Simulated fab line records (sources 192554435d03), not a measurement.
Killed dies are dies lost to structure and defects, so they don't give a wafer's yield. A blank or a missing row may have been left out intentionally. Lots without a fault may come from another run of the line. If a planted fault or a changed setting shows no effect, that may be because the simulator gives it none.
Code-filled problem report in 8D (eight disciplines) form + flow n5-finfet + the parts of the form that need people (team, actions taken, sign-off) are left out

1. THE ISSUE
Wafers without a fault read 21.6 s, standard deviation 0.55; etch-rf-on-time-s at N5_MOL_CONTACT_COAG_ETCH_90 reads a mean of 13.6 s on 2 wafers belonging to 2 lots. Measured from the usual mean, that is -15 standard deviations.
The step: etches SiARC in CF4, target depth 13 nm, time 21.7 s.
Earliest sighting: wafer L713.1 on rie-diel-01 at day 7 18:35. The record holds 33 wafers of 12 lots with a number at this step. By rule, "out" or "out of limits" means more than 4 standard deviations away from the usual mean. The other wafers with a number count as sound.

2. WHAT IT IS AND WHAT IT IS NOT
| question                    | is                | is not                                                                                             |
|-----------------------------|-------------------|----------------------------------------------------------------------------------------------------|
| which readings at this step | etch-rf-on-time-s | drypump-motor-current-A, rf-vpp-V, showerhead-plenum-p-Torr, throttle-valve-pct                    |
| which lots                  | L713, L714        | L703, L704, L706, L707, L709, L721, L723, L724, L725, L726                                         |
| which wafers of those lots  | L713.1, L714.2    | L713.3, L714.4                                                                                     |
| read on which tools         | rie-diel-01       | rie-diel-03, rie-diel-05                                                                           |
| when                        | from day 7 18:35  | up to then (16 sound wafers); but 15 sound wafers of L714, L721, L723, L724, L725, L726 came after |

3. WHAT RULES OUT EACH SUSPECT
Counting: a tool at a process step up to the reading stays a suspect if it ran every lot that is out. Sound lots after the first of them don't rule it out here, since some wafers of a struck lot are sound.
- rie-diel-03 at N5_MOL_CONTACT_COAG_STRIP_98 (strips in N2/H2): kept. It processed each lot that is out (first: L713, day 7 08:29); up to then, its last sound lot is L707 (day 5 17:46).
- rie-diel-01 at N5_MOL_CONTACT_COAG_ETCH_90 (etches SiARC in CF4, target depth 13 nm, time 21.7 s): kept. It processed each lot that is out (first: L713, day 7 18:35); up to then, its last sound lot is L709 (day 6 12:29). Its own etch-rf-on-time-s readings are out on those wafers.
- Within rie-diel-03 at N5_MOL_CONTACT_COAG_STRIP_98: the wafers that are out ran in chambers 1, 2; their sound lot-mates ran in chamber 0.
- Within rie-diel-01 at N5_MOL_CONTACT_COAG_ETCH_90: the wafers that are out ran in chambers 1, 2; their sound lot-mates ran in chambers 0, 3.
The count leaves rie-diel-01 at N5_MOL_CONTACT_COAG_ETCH_90 and rie-diel-03 at N5_MOL_CONTACT_COAG_STRIP_98.

4. THE CAUSE (what the simulator had put in)
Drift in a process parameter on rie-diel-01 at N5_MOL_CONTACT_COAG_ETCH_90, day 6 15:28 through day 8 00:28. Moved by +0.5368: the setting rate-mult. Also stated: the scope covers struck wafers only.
Counting left 2 suspects, and this tool is among them.

5. THE CHAIN OF EFFECTS, in route order
One row per reading whose mean, taken over the struck wafers that have a number, lies over 3 standard deviations from the usual. Only readings whose record carries a usual standard deviation are examined. hours: median over the lots of the time between each lot's start at the first step of this table that gives one and its start at this step. sigmas: the change, counted in usual standard deviations.
| hours | step                        | reading           | usual     | on struck wafers | change | sigmas |
|-------|-----------------------------|-------------------|-----------|------------------|--------|--------|
| 0     | N5_MOL_CONTACT_COAG_ETCH_90 | etch-rf-on-time-s | 21.6 s    | 13.6             | -8.1   | -15    |
| 0     | N5_MOL_CONTACT_COAG_ETCH_90 | oes-product-au    | 0.68 a.u. | 0.91             | +0.23  | +3.4   |
Its process steps:
- N5_MOL_CONTACT_COAG_ETCH_90: etches SiARC in CF4, target depth 13 nm, time 21.7 s.

6. HOW IT WOULD HAVE BEEN CAUGHT EARLIER
In this record no reading fell out of limits until day 7 18:35, 27 hours after the fault had begun at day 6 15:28.
